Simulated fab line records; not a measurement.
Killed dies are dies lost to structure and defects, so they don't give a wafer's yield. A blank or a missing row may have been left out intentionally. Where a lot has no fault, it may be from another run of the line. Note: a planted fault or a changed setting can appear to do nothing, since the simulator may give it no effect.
fab line records | flow nand_harc
[record] lots = 11 wafers = 33 last_day = 32
route steps=1302 shown A_BLC@1122 A_M0@1142 END@1302
lots with no fault: from the same line, run without faults
start_h: hours from the record's first day to the start of the lot's first wafer shown | wait_h: hours since the lot's step before | " identical to the entry in the row above | L1.1+2: one row covering several wafers at once | - no value, or no start given | * or withheld: withheld | < > ~ a bound
route shown NAME@n: a module of which the file shows steps, and the number in the route of the first | usual: mean and standard deviation over wafers with no fault | same: alike in all rows | chamber/n: place in a boat | sites: the reading at each site | _std_site: their standard deviation | _edge_site: inner sites' mean taken away from outer sites' mean | radius_mm: how far each site lies from the wafer's centre | mask NAME#n: copy n | behind: the tool/chamber that last shaped the wafer | hold: what put the lot on hold/how long, in hours/how the hold closed | device: whichever transistor did not switch (one of n, p or np) | end of line: at the end of the route, the tests of the same wafers | a step without rows: its recipe alone | killed: dies that structure and defects cost at the first sort, which is not the same as the wafer's yield | map: the dies of a wafer, with x for killed, . for not killed, _ for no die there
set.NAME: setting as actually run; set.NAME@STEP: the setting as run at that earlier step | model.NAME: the simulator's own value behind a step, which no gauge read
steps of the route over a sample of lots; a table a step, a row a wafer
services: when a tool's chamber went out of use (start_h, in hours from the record's first day, below 0 if earlier), for how many hours, and the reason
[[steps]]
[step NHARC_A_BLC_ETCH_17]
[recipe] target_depth_a = 3900 over_etch_frac = 0.25 time_s = 609.38 ion_energy_ev = 200 n2_flow_sccm = 150 h2_flow_sccm = 150 ar_flow_sccm = 0 rf_w = 400 bias_w = 150 chemistry = N2/H2
[usual] drypump_motor_current_A = 5.9/0.4 oes_product_au = 0.994/0.0094 rf_vpp_V = 432.0/2.2 showerhead_plenum_p_Torr = 2.09/0.071 throttle_valve_pct = 14.171/0.0088
// columns lot.wafer tool chamber start_h wait_h drypump_motor_current_A oes_product_au rf_hours_counter_h rf_vpp_V showerhead_plenum_p_Torr throttle_valve_pct
L647.2 rie_diel-09 0 - - 6.1 0.999 1 430.9 2.08 14.181
L647.3 " 3 " " 6.8 1.005 1 429.9 2.02 14.160
L647.6 " 0 " " 6.1 1.007 - 431.3 2.08 14.173
L648.3 rie_diel-12 1 - - 5.5 0.999 3 434.0 2.14 14.169
L648.5 " 1 " " 5.5 0.986 - 433.4 2.15 14.178
L648.6 " 2 " " 5.8 0.999 - 433.5 2.16 14.173
L650.3 rie_diel-09 0 - - 6.1 1.007 6 430.6 2.07 14.153
L650.4 " 1 " " 6.2 0.978 6 434.8 2.13 14.173
L650.5 " 1 " " 6.2 0.981 - 432.6 2.13 14.192
L653.3 rie_diel-09 1 - - 6.2 0.974 7 434.9 2.13 14.168
L653.1 " 3 " " 6.8 1.009 6 429.2 2.02 14.174
L653.5 " 0 " " 6.1 1.004 - 431.3 2.07 14.152
L652.2 rie_diel-08 2 - - 6.1 0.999 11 426.9 1.91 14.170
L652.3 " 3 " " 5.8 1.001 14 427.5 1.94 14.168
L652.6 " 0 " " 5.0 1.003 - 430.6 2.06 14.174
L655.2 rie_diel-12 1 - - 5.5 0.992 9 433.9 2.14 14.164
L655.3 " 2 " " 5.7 0.992 8 434.3 2.16 14.173
L655.4 " 3 " " 5.9 0.987 8 434.0 2.14 14.184
L660.1 rie_diel-12 2 - - 5.7 0.998 1 434.6 2.16 14.179
L660.3 " 3 " " 5.9 0.995 1 432.7 2.14 14.160
L660.2 " 0 " " 5.6 0.990 1 429.5 2.00 14.179
L661.2 rie_diel-09 2 - - 5.8 0.996 12 433.6 2.17 14.176
L661.4 " 3 " " 6.8 0.990 12 429.8 2.01 14.169
L661.5 " 2 " " 5.8 0.991 - 434.6 2.17 14.170
L662.3 rie_diel-12 0 - - 5.6 0.998 1 428.8 2.00 14.173
L662.4 " 1 " " 5.5 0.996 2 434.3 2.14 14.180
L662.6 " 3 " " 5.9 0.992 - 434.1 2.14 14.175
L663.3 rie_diel-08 3 - - 5.8 1.005 43 426.6 1.93 14.164
L663.4 " 0 " " 4.9 1.008 31 429.6 2.05 14.178
L663.6 " 3 " " 5.8 0.989 - 427.8 1.93 14.170
L668.2 rie_diel-12 0 - - 5.5 1.006 7 430.5 1.99 14.164
L668.4 " 1 " " 5.5 1.003 7 431.6 2.14 14.162
L668.5 " 0 " " 5.6 0.999 - 428.2 2.00 14.163
[step NHARC_A_M0_SOFTBAKE_04]
[recipe] temp_c = 105 time_s = 55
[usual] heater_power_total_W = 188.46/0.13 plate_temp_C = 104.99/0.11
// columns lot.wafer tool chamber start_h wait_h heater_power_total_W plate_temp_C
L647.2 litho_track-01 0 500 - 188.42 104.90
L647.3 " 0 " " 188.37 105.06
L647.6 " 0 " " 188.33 104.83
L648.3 litho_track-04 0 506 - 188.46 104.94
L648.5 " 0 " " 188.49 105.13
L648.6 " 0 " " 188.68 104.91
L650.3 litho_track-06 0 551 - 188.38 104.85
L650.4 " 0 " " 188.55 104.85
L650.5 " 0 " " 188.54 104.99
L653.1 litho_track-04 0 556 - 188.31 104.79
L653.3 " 0 " " 188.30 105.05
L653.5 " 0 " " 188.31 105.14
L652.2 litho_track-06 0 556 - 188.51 105.09
L652.3 " 0 " " 188.28 105.07
L652.6 " 0 " " 188.48 104.90
L655.2 litho_track-06 0 587 - 188.32 104.79
L655.3 " 0 " " 188.33 104.96
L655.4 " 0 " " 188.49 104.89
L660.1 litho_track-06 0 624 - 188.53 105.06
L660.2 " 0 " " 188.53 105.22
L660.3 " 0 " " 188.54 104.85
L661.2 litho_track-06 0 630 - 188.39 104.99
L661.4 " 0 " " 188.33 104.96
L661.5 " 0 " " 188.32 105.01
L662.3 litho_track-06 0 632 - 214.68 104.67
L662.4 " 0 " " 214.70 104.83
L662.6 " 0 " " 214.40 104.76
L663.3 litho_track-06 0 639 - 214.33 105.02
L663.4 " 0 " " 214.25 105.03
L663.6 " 0 " " 214.64 104.95
L668.2 litho_track-04 0 718 - 188.75 104.99
L668.4 " 0 " " 188.44 105.05
L668.5 " 0 " " 188.36 105.18
[step NHARC_A_M0_DESCUM_14]
[recipe] time_s = 3 o2_flow_sccm = 200 ar_flow_sccm = 0 bias_power_w = 0 chemistry = O2
[usual] drypump_motor_current_A = 5.6/0.37 oes_product_au = 0.999/0.01 rf_vpp_V = 57.9/0.89 showerhead_plenum_p_Torr = 1.91/0.067 throttle_valve_pct = 11.312/0.0086
// columns lot.wafer tool chamber start_h wait_h drypump_motor_current_A oes_product_au rf_hours_counter_h rf_vpp_V showerhead_plenum_p_Torr throttle_valve_pct
L647.3 rie_diel-03 3 500.49 0.1 5.5 1.005 1.9 57.5 1.88 11.316
L647.2 " 0 " " 5.4 0.990 2.0 57.1 1.99 11.310
L647.6 " 0 " " 5.3 0.986 - 57.5 1.99 11.312
L648.3 rie_diel-04 3 507.38 0.1 4.8 0.997 5.2 57.1 1.84 11.313
L648.6 " 0 " " 5.1 1.002 - 57.6 1.93 11.320
L648.5 " 1 " " 6.0 1.014 - 57.6 1.85 11.311
L650.3 rie_diel-03 1 552.19 0.1 5.2 0.984 6.3 57.5 2.03 11.313
L650.5 " 2 " " 5.2 0.980 - 57.2 1.94 11.317
L650.4 " 3 " " 5.5 0.994 - 56.8 1.88 11.306
L653.3 rie_diel-04 3 556.82 0.1 4.8 0.995 4.2 56.1 1.83 11.331
L653.1 " 0 " " 5.2 1.013 4.1 57.5 1.93 11.315
L653.5 " 3 " " 4.8 0.994 - 56.3 1.83 11.305
L652.2 rie_diel-04 2 557.18 0.1 5.7 1.013 5.0 57.5 1.82 11.317
L652.3 " 3 " " 4.8 0.983 4.3 56.1 1.83 11.302
L652.6 " 2 " " 5.7 0.995 - 58.2 1.82 11.308
L655.4 rie_diel-05 2 588.15 0.1 5.8 1.005 1.1 57.8 1.99 11.323
L655.2 " 3 " " 5.7 1.006 1.3 57.8 1.95 11.307
L655.3 " 0 " " 6.1 0.985 1.6 56.6 1.85 11.299
L660.3 rie_diel-05 3 625.30 0.1 5.7 1.002 3.0 59.3 1.95 11.324
L660.2 " 0 " " 6.2 0.980 3.1 57.9 1.85 11.322
L660.1 " 1 " " 5.8 1.004 2.6 59.3 1.97 11.307
L661.2 rie_diel-05 1 630.79 0.1 5.8 0.996 2.9 58.0 1.97 11.319
L661.4 " 2 " " 5.8 1.006 2.7 58.6 1.98 11.318
L661.5 " 1 " " 5.8 1.005 - 57.9 1.97 11.307
L662.3 rie_diel-03 0 633.11 0.1 5.3 1.003 0.9 59.2 1.99 11.327
L662.4 " 1 " " 5.2 1.021 1.1 58.6 2.03 11.301
L662.6 " 3 " " 5.5 1.006 - 57.8 1.88 11.312
L663.4 rie_diel-03 0 640.03 0.1 5.3 0.985 2.0 58.1 1.99 11.307
L663.3 " 2 " " 5.2 0.983 1.7 58.8 1.93 11.325
L663.6 " 1 " " 5.2 1.001 - 59.0 2.03 11.323
L668.2 rie_diel-04 2 718.87 0.1 5.7 1.019 1.4 56.7 1.82 11.320
L668.4 " 1 " " 6.0 0.987 1.7 56.4 1.84 11.305
L668.5 " 3 " " 4.8 1.001 - 56.0 1.83 11.308
[step NHARC_A_M0_ETCH_34]
[recipe] target_depth_a = 400 overetch_a = 120 time_s = 43.94 ion_energy_ev = 200 n2_flow_sccm = 150 h2_flow_sccm = 150 ar_flow_sccm = 0 rf_w = 400 bias_w = 150 chemistry = N2/H2
[usual] drypump_motor_current_A = 5.6/0.39 oes_product_au = 0.998/0.01 rf_vpp_V = 430.4/2.2 showerhead_plenum_p_Torr = 2.04/0.072 throttle_valve_pct = 14.172/0.0082
// columns lot.wafer tool chamber start_h wait_h drypump_motor_current_A oes_product_au rf_hours_counter_h rf_vpp_V showerhead_plenum_p_Torr throttle_valve_pct
L647.3 rie_diel-03 1 500.59 0.1 5.2 0.981 2.9 433.2 2.17 14.178
L647.2 " 2 " " 5.2 0.986 2.8 432.7 2.07 14.175
L647.6 " 0 " " 5.3 0.983 - 433.1 2.13 14.180
L648.3 rie_diel-04 0 507.45 0.1 5.2 1.000 5.3 429.4 2.05 14.176
L648.6 " 2 " " 5.7 1.019 - 426.1 1.94 14.172
L648.5 " 3 " " 4.8 0.993 - 428.2 1.95 14.185
L650.3 rie_diel-03 3 552.30 0.1 5.5 1.006 6.6 430.0 2.01 14.177
L650.4 " 1 " " 5.2 0.990 - 433.2 2.17 14.164
L650.5 " 3 " " 5.5 0.991 - 428.8 2.01 14.161
L653.3 rie_diel-04 1 556.90 0.1 5.9 0.994 4.8 428.5 1.97 14.182
L653.1 " 2 " " 5.7 0.996 5.0 427.7 1.93 14.172
L653.5 " 1 " " 5.9 0.995 - 428.8 1.97 14.173
L652.2 rie_diel-04 3 557.26 0.1 4.8 0.980 4.3 429.7 1.95 14.182
L652.3 " 0 " " 5.1 1.016 4.1 431.5 2.05 14.168
L652.6 " 2 " " 5.7 1.008 - 427.3 1.93 14.175
L655.3 rie_diel-05 3 588.24 0.1 5.7 1.009 1.3 430.8 2.08 14.171
L655.4 " 0 " " 6.1 0.989 1.6 428.2 1.97 14.162
L655.2 " 1 " " 5.8 0.998 1.4 433.0 2.11 14.174
L660.1 rie_diel-05 3 625.38 0.1 5.8 0.997 3.0 431.5 2.08 14.162
L660.2 " 0 " " 6.2 0.988 3.1 428.7 1.97 14.164
L660.3 " 1 " " 5.8 1.009 2.6 431.3 2.11 14.163
L661.2 rie_diel-05 0 630.87 0.1 6.2 0.985 3.4 429.1 1.97 14.161
L661.4 " 1 " " 5.8 1.005 2.9 432.9 2.10 14.177
L661.5 " 3 " " 5.7 0.999 - 431.4 2.08 14.175
L662.3 rie_diel-03 2 633.20 0.1 5.2 1.000 1.1 431.5 2.06 14.178
L662.4 " 3 " " 5.5 1.003 0.8 429.4 2.00 14.177
L662.6 " 1 " " 5.2 1.006 - 432.4 2.17 14.173
L663.3 rie_diel-03 3 640.12 0.1 5.5 1.005 1.9 427.0 2.01 14.177
L663.4 " 1 " " 5.2 0.999 1.7 435.1 2.17 14.166
L663.6 " 3 " " 5.5 0.999 - 430.0 2.00 14.174
L668.4 rie_diel-04 0 718.95 0.1 5.2 0.998 1.3 431.4 2.05 14.170
L668.2 " 3 " " 4.8 0.980 1.0 427.6 1.95 14.161
L668.5 " 0 " " 5.1 0.993 - 430.0 2.05 14.162
[step NHARC_END_SORT_01]
[recipe] temp_c = 25
[usual] defect_limited_yield = 90.1/2.5 killed_at_array = 62/18 killed_at_other = 0.9/1.2 killed_at_periphery = 4.2/2.9 killed_dies = 67/17 killed_open = 3.6/1.9 killed_short = 2.5/1.6
[same] gross_dies = 677
// columns lot.wafer tool chamber start_h wait_h defect_limited_yield[%] killed_at_array killed_at_other killed_at_periphery killed_dies killed_open killed_short
L647.2 prober-01 0 594.83 2.8 89.5 65 0 6 71 1 2
L647.3 prober-01 0 595.63 3.1 89.5 63 1 7 71 5 0
L647.6 prober-01 0 598.02 4.0 90.0 65 1 2 68 4 1
L653.1 prober-01 0 609.61 2.5 90.0 65 1 2 68 3 3
L653.3 prober-01 0 611.21 3.1 87.0 88 0 0 88 5 1
L653.5 prober-01 0 612.81 3.7 90.5 64 0 0 64 4 3
L648.3 prober-02 0 610.92 3.1 91.9 49 0 6 55 5 5
L648.5 prober-02 0 612.49 3.6 90.7 54 0 9 63 3 0
L648.6 prober-02 0 613.27 3.9 90.8 59 0 3 62 3 3
L652.2 prober-01 0 618.15 2.8 89.2 69 1 3 73 5 4
L652.3 prober-01 0 618.94 3.1 87.7 80 0 3 83 4 2
L652.6 prober-01 0 621.32 4.0 89.4 67 0 5 72 9 1
L650.3 prober-02 0 618.68 3.1 87.1 73 1 13 87 3 4
L650.4 prober-02 0 619.47 3.4 87.4 75 1 9 85 6 2
L650.5 prober-02 0 620.26 3.7 88.2 71 0 9 80 5 4
L655.2 prober-01 0 627.45 2.8 90.4 61 2 2 65 2 3
L655.3 prober-01 0 628.25 3.1 91.1 57 2 1 60 2 3
L655.4 prober-01 0 629.05 3.4 91.4 52 4 2 58 3 4
L660.1 prober-01 0 666.95 2.5 88.5 71 0 7 78 2 3
L660.2 prober-01 0 667.75 2.8 87.1 80 0 7 87 3 2
L660.3 prober-01 0 668.56 3.1 89.2 67 0 6 73 2 2
L661.2 prober-01 0 675.53 2.8 94.7 29 1 6 36 3 2
L661.4 prober-01 0 677.12 3.4 93.5 30 2 12 44 6 1
L661.5 prober-01 0 677.92 3.7 94.5 29 2 6 37 4 1
L662.3 prober-02 0 676.30 3.1 86.7 85 1 4 90 4 1
L662.4 prober-02 0 677.11 3.4 87.1 83 1 3 87 3 3
L662.6 prober-02 0 678.73 4.0 84.2 100 1 6 107 4 2
L663.3 prober-01 0 684.04 3.1 95.1 28 0 5 33 1 4
L663.4 prober-01 0 684.84 3.4 94.4 31 0 7 38 1 1
L663.6 prober-01 0 686.44 4.0 93.9 33 0 8 41 6 3
L668.2 prober-01 0 762.47 2.8 92.3 51 0 1 52 3 1
L668.4 prober-01 0 764.11 3.5 92.3 48 1 3 52 8 2
L668.5 prober-01 0 764.93 3.8 92.2 50 0 3 53 5 3
// killed by level:class
L647.2 A_SLIT:chamber_film_flake=24 A_CHANNEL_HOLE_D1:chamber_film_flake=18 A_CHANNEL_HOLE_D2:chamber_film_flake=8 A_STAIRCASE:chamber_film_flake=4 A_CONTACT:chamber_film_flake=4 P_GATE:chamber_film_flake=3 A_ZERO_WELL:chamber_film_flake=2 A_WL_FILL:chamber_film_flake=2
L647.3 A_CHANNEL_HOLE_D1:chamber_film_flake=21 A_SLIT:chamber_film_flake=20 A_CHANNEL_HOLE_D2:chamber_film_flake=9 P_BONDPAD:chamber_film_flake=5 A_STAIRCASE:chamber_film_flake=5 A_ZERO_WELL:chamber_film_flake=2 P_GATE:geometric_particle:open=1 A_SOURCE_PLATE:geometric_particle:open=1
L647.6 A_CHANNEL_HOLE_D1:chamber_film_flake=26 A_SLIT:chamber_film_flake=24 A_STAIRCASE:chamber_film_flake=4 A_CHANNEL_HOLE_D2:chamber_film_flake=4 A_CONTACT:chamber_film_flake=2 P_M1:geometric_particle:open=1 A_CHANNEL_FILL_D1:geometric_particle:short=1 A_CHANNEL_FILL_D1:geometric_particle:open=1
L653.1 A_SLIT:chamber_film_flake=22 A_CHANNEL_HOLE_D1:chamber_film_flake=21 A_CHANNEL_HOLE_D2:chamber_film_flake=8 A_CONTACT:chamber_film_flake=6 A_CHANNEL_FILL_D2:chamber_film_flake=2 A_WL_FILL:chamber_film_flake=2 P_CONTACT:geometric_particle:short=1 P_CONTACT:geometric_particle:open=1
L648.3 A_CHANNEL_HOLE_D2:chamber_film_flake=32 A_STAIRCASE:chamber_film_flake=4 P_BONDPAD:chamber_film_flake=3 A_CHANNEL_FILL_D1:geometric_particle:open=2 A_CHANNEL_FILL_D1:geometric_particle:short=2 A_CHANNEL_HOLE_D1:chamber_film_flake=2 P_CONTACT:geometric_particle:open=1 A_CHANNEL_HOLE_D1:geometric_particle:open=1
L653.3 A_CHANNEL_HOLE_D1:chamber_film_flake=33 A_SLIT:chamber_film_flake=30 A_CHANNEL_HOLE_D2:chamber_film_flake=11 A_WL_FILL:chamber_film_flake=3 A_BLC:geometric_particle:open=2 A_CHANNEL_FILL_D1:chamber_film_flake=2 A_DECK1_JOINT:geometric_particle:open=1 A_DECK1_JOINT:geometric_particle:short=1
L648.5 A_CHANNEL_HOLE_D2:chamber_film_flake=29 A_STAIRCASE:chamber_film_flake=7 A_DECK1_JOINT:chamber_film_flake=6 A_CHANNEL_HOLE_D1:chamber_film_flake=4 P_ZERO_WELL:chamber_film_flake=3 P_STI:chamber_film_flake=3 A_CONTACT:chamber_film_flake=3 P_BONDPAD:chamber_film_flake=2
L653.5 A_SLIT:chamber_film_flake=23 A_CHANNEL_HOLE_D1:chamber_film_flake=21 A_CHANNEL_HOLE_D2:chamber_film_flake=10 A_WL_FILL:chamber_film_flake=3 A_SOURCE_PLATE:geometric_particle:open=1 A_ONON_D1:geometric_particle:short=1 A_CHANNEL_FILL_D1:geometric_particle:short=1 A_CHANNEL_HOLE_D2:geometric_particle:open=1
L648.6 A_CHANNEL_HOLE_D2:chamber_film_flake=34 A_STAIRCASE:chamber_film_flake=6 A_WL_FILL:chamber_film_flake=4 A_CONTACT:chamber_film_flake=4 A_CHANNEL_HOLE_D1:chamber_film_flake=2 A_DECK1_JOINT:chamber_film_flake=2 P_ZERO_WELL:chamber_film_flake=1 P_CONTACT:geometric_particle:open=1
L652.2 A_CHANNEL_HOLE_D2:chamber_film_flake=31 A_SLIT:chamber_film_flake=25 A_CHANNEL_FILL_D1:chamber_film_flake=3 A_CHANNEL_FILL_D1:geometric_particle:open=2 A_DECK1_JOINT:geometric_particle:short=2 A_CHANNEL_HOLE_D1:chamber_film_flake=2 A_CONTACT:chamber_film_flake=2 P_STI:geometric_particle:short=1
L650.3 A_CHANNEL_HOLE_D1:chamber_film_flake=36 A_CHANNEL_HOLE_D2:chamber_film_flake=24 P_CONTACT:chamber_film_flake=6 P_M2:chamber_film_flake=4 A_CONTACT:chamber_film_flake=3 A_M0:geometric_particle:open=2 A_WL_FILL:chamber_film_flake=2 P_CONTACT:geometric_particle:short=1
L652.3 A_CHANNEL_HOLE_D2:chamber_film_flake=33 A_SLIT:chamber_film_flake=31 A_CHANNEL_HOLE_D1:chamber_film_flake=3 A_STAIRCASE:chamber_film_flake=3 A_ONON_D1:geometric_particle:short=2 P_ZERO_WELL:chamber_film_flake=2 A_CHANNEL_FILL_D1:chamber_film_flake=2 P_GATE:geometric_particle:open=1
L650.4 A_CHANNEL_HOLE_D2:chamber_film_flake=38 A_CHANNEL_HOLE_D1:chamber_film_flake=26 A_CHANNEL_FILL_D1:geometric_particle:open=3 P_GATE:chamber_film_flake=3 P_CONTACT:chamber_film_flake=3 P_M2:chamber_film_flake=2 P_GATE:geometric_particle:short=1 A_ONON_D1:geometric_particle:open=1
L650.5 A_CHANNEL_HOLE_D2:chamber_film_flake=36 A_CHANNEL_HOLE_D1:chamber_film_flake=23 P_CONTACT:chamber_film_flake=5 A_WL_FILL:chamber_film_flake=3 A_CHANNEL_FILL_D2:geometric_particle:short=2 P_M2:chamber_film_flake=2 P_CONTACT:geometric_particle:open=1 A_ONON_D1:geometric_particle:short=1
L652.6 A_CHANNEL_HOLE_D2:chamber_film_flake=35 A_SLIT:chamber_film_flake=18 A_CHANNEL_FILL_D1:chamber_film_flake=3 P_M1:geometric_particle:open=2 A_CHANNEL_FILL_D1:geometric_particle:open=2 A_ONON_D2:geometric_particle:open=2 A_DECK1_JOINT:chamber_film_flake=2 P_CONTACT:geometric_particle:open=1
L655.2 A_SLIT:chamber_film_flake=22 A_CONTACT:chamber_film_flake=18 A_CHANNEL_HOLE_D2:chamber_film_flake=12 A_CHANNEL_HOLE_D1:chamber_film_flake=3 THIN_TSV:chamber_film_flake=2 P_CONTACT:geometric_particle:short=1 P_M0:geometric_particle:open=1 A_ONON_D1:geometric_particle:short=1
L655.3 A_SLIT:chamber_film_flake=30 A_CONTACT:chamber_film_flake=10 A_CHANNEL_HOLE_D1:chamber_film_flake=7 A_CHANNEL_HOLE_D2:chamber_film_flake=4 A_ONON_D1:geometric_particle:short=2 THIN_TSV:chamber_film_flake=2 A_CHANNEL_HOLE_D1:geometric_particle:short=1 A_ONON_D2:geometric_particle:open=1
L655.4 A_SLIT:chamber_film_flake=19 A_CHANNEL_HOLE_D2:chamber_film_flake=9 A_CONTACT:chamber_film_flake=9 A_CHANNEL_HOLE_D1:chamber_film_flake=6 THIN_TSV:chamber_film_flake=4 A_CHANNEL_FILL_D2:geometric_particle:open=2 A_STAIRCASE:chamber_film_flake=2 P_M1:geometric_particle:short=1
L660.1 A_SLIT:chamber_film_flake=33 A_CHANNEL_HOLE_D1:chamber_film_flake=20 A_CONTACT:chamber_film_flake=7 P_BONDPAD:chamber_film_flake=5 A_STAIRCASE:chamber_film_flake=3 A_DECK1_JOINT:geometric_particle:open=1 A_DECK1_JOINT:geometric_particle:short=1 A_ONON_D2:geometric_particle:open=1
L660.2 A_SLIT:chamber_film_flake=30 A_CHANNEL_HOLE_D1:chamber_film_flake=28 A_STAIRCASE:chamber_film_flake=9 A_CONTACT:chamber_film_flake=6 P_BONDPAD:chamber_film_flake=5 A_CHANNEL_HOLE_D2:chamber_film_flake=2 P_CONTACT:geometric_particle:open=1 P_M0:geometric_particle:open=1
L660.3 A_SLIT:chamber_film_flake=31 A_CHANNEL_HOLE_D1:chamber_film_flake=19 A_STAIRCASE:chamber_film_flake=9 A_CONTACT:chamber_film_flake=6 P_M0:geometric_particle:open=2 P_STI:geometric_particle:short=1 A_ONON_D2:geometric_particle:short=1 P_STI:chamber_film_flake=1
L661.2 A_CONTACT:chamber_film_flake=8 A_CHANNEL_HOLE_D1:chamber_film_flake=8 P_GATE:chamber_film_flake=5 A_SLIT:chamber_film_flake=5 A_CHANNEL_HOLE_D2:chamber_film_flake=2 A_CHANNEL_HOLE_D1:geometric_particle:open=1 A_ONON_D2:geometric_particle:open=1 A_SLIT:geometric_particle:short=1
L662.3 A_CHANNEL_HOLE_D1:chamber_film_flake=33 A_SLIT:chamber_film_flake=26 A_CHANNEL_HOLE_D2:chamber_film_flake=17 P_BONDPAD:chamber_film_flake=3 A_CHANNEL_FILL_D2:geometric_particle:open=2 A_STAIRCASE:chamber_film_flake=2 A_DECK1_JOINT:geometric_particle:open=1 A_SGD_CUT:geometric_particle:short=1
L662.4 A_CHANNEL_HOLE_D1:chamber_film_flake=30 A_SLIT:chamber_film_flake=23 A_CHANNEL_HOLE_D2:chamber_film_flake=13 A_STAIRCASE:chamber_film_flake=6 A_CHANNEL_FILL_D2:chamber_film_flake=3 P_GATE:chamber_film_flake=2 A_WL_FILL:chamber_film_flake=2 A_SOURCE_PLATE:geometric_particle:open=1
L661.4 A_CONTACT:chamber_film_flake=11 P_GATE:chamber_film_flake=8 A_CHANNEL_HOLE_D1:chamber_film_flake=6 A_SLIT:chamber_film_flake=4 A_ONON_D1:geometric_particle:open=3 P_M0:geometric_particle:open=2 P_BONDPAD:chamber_film_flake=2 A_CHANNEL_HOLE_D2:chamber_film_flake=2
L661.5 A_CHANNEL_HOLE_D1:chamber_film_flake=11 P_GATE:chamber_film_flake=5 A_CONTACT:chamber_film_flake=5 A_STAIRCASE:chamber_film_flake=3 A_SLIT:chamber_film_flake=3 THIN_TSV:chamber_film_flake=2 A_CHANNEL_HOLE_D2:chamber_film_flake=2 P_M1:geometric_particle:short=1
L662.6 A_CHANNEL_HOLE_D1:chamber_film_flake=35 A_SLIT:chamber_film_flake=34 A_CHANNEL_HOLE_D2:chamber_film_flake=20 P_GATE:chamber_film_flake=4 A_M1:geometric_particle:open=2 A_STAIRCASE:chamber_film_flake=2 P_M0:geometric_particle:open=1 A_CHANNEL_FILL_D1:geometric_particle:short=1
L663.3 A_CHANNEL_HOLE_D1:chamber_film_flake=9 A_WL_FILL:chamber_film_flake=4 A_STAIRCASE:chamber_film_flake=3 P_GATE:chamber_film_flake=2 P_M2:chamber_film_flake=2 A_CHANNEL_FILL_D2:chamber_film_flake=2 A_SLIT:chamber_film_flake=2 A_CHANNEL_FILL_D1:geometric_particle:short=1
L663.4 A_CHANNEL_HOLE_D1:chamber_film_flake=15 A_CONTACT:chamber_film_flake=6 A_WL_FILL:chamber_film_flake=5 P_M2:chamber_film_flake=4 A_SLIT:chamber_film_flake=2 P_M0:geometric_particle:open=1 A_WL_FILL:geometric_particle:short=1 P_STI:chamber_film_flake=1
L663.6 A_CHANNEL_HOLE_D1:chamber_film_flake=8 A_STAIRCASE:chamber_film_flake=8 P_M2:chamber_film_flake=3 A_CHANNEL_FILL_D1:chamber_film_flake=3 A_CONTACT:chamber_film_flake=3 A_ONON_D1:geometric_particle:open=2 A_WL_FILL:chamber_film_flake=2 P_CONTACT:geometric_particle:open=1
L668.2 A_CHANNEL_HOLE_D2:chamber_film_flake=24 A_SLIT:chamber_film_flake=10 A_CONTACT:chamber_film_flake=6 A_CHANNEL_HOLE_D2:geometric_particle:open=2 A_CHANNEL_HOLE_D1:chamber_film_flake=2 A_ONON_D1:geometric_particle:open=1 A_DECK1_JOINT:geometric_particle:short=1 P_ZERO_WELL:chamber_film_flake=1
L668.4 A_CHANNEL_HOLE_D2:chamber_film_flake=24 A_SLIT:chamber_film_flake=7 A_M0:geometric_particle:open=4 A_CONTACT:chamber_film_flake=3 P_ZERO_WELL:chamber_film_flake=2 A_SOURCE_PLATE:geometric_particle:open=1 A_ONON_D1:geometric_particle:open=1 A_CHANNEL_FILL_D1:geometric_particle:open=1
L668.5 A_CHANNEL_HOLE_D2:chamber_film_flake=26 A_SLIT:chamber_film_flake=6 A_CONTACT:chamber_film_flake=5 A_ZERO_WELL:chamber_film_flake=3 P_M1:geometric_particle:open=2 A_CHANNEL_FILL_D1:geometric_particle:short=2 A_CHANNEL_HOLE_D1:geometric_particle:open=1 A_CHANNEL_FILL_D1:geometric_particle:open=1
[[services]]
// columns tool chamber start_h hours kind
rie_diel-09 - 473.18 9.0 pm
rie_diel-12 2 489.00 7.9 repair
litho_track-06 - 505.00 7.0 pm
rie_diel-04 - 508.03 9.0 pm
rie_diel-03 3 512.88 5.9 repair
rie_diel-09 2 521.95 9.6 repair
rie_diel-03 1 522.15 7.5 repair
rie_diel-05 0 526.73 8.2 repair
rie_diel-03 0 549.00 8.6 repair
rie_diel-05 - 559.60 9.0 pm
rie_diel-03 - 562.34 0.5 repair
rie_diel-04 - 568.34 0.2 repair
rie_diel-03 - 587.09 13.5 repair
rie_diel-05 3 589.82 5.5 repair
rie_diel-12 - 598.40 9.0 pm
rie_diel-09 3 606.88 3.6 repair
rie_diel-03 - 611.30 9.0 pm
rie_diel-04 3 624.27 2.4 repair
rie_diel-09 2 637.68 11.5 repair
rie_diel-09 - 650.18 9.0 pm
rie_diel-03 - 661.96 2.6 repair
litho_track-06 - 680.00 7.0 pm
rie_diel-03 2 683.83 13.8 repair
rie_diel-04 - 685.03 9.0 pm
[[key]]
[first_sign] step = NHARC_A_M0_SOFTBAKE_04 reading = heater_power_total_W direction = up sigmas = 99+ usual = * struck = *
effect none on later readings
met_at NHARC_A_M0_SOFTBAKE_04
struck_lots L662,L663
[loop_trim] step = NHARC_A_M0_EXPOSE_06 setting = dose lots = L663
not_acting_at NHARC_A_BLC_ETCH_17,NHARC_A_M0_DESCUM_14,NHARC_A_M0_ETCH_34
onset_between 630 632
[fault] kind = process_parameter_drift tool = litho_track-06 chamber = - onset_h = 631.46 steps = NHARC_A_M0_SOFTBAKE_04 channel = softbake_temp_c offset = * shape = step end_h = 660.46 acts_in = * stated = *
// loop_trim: a control loop set the setting to another value than it would have without faults
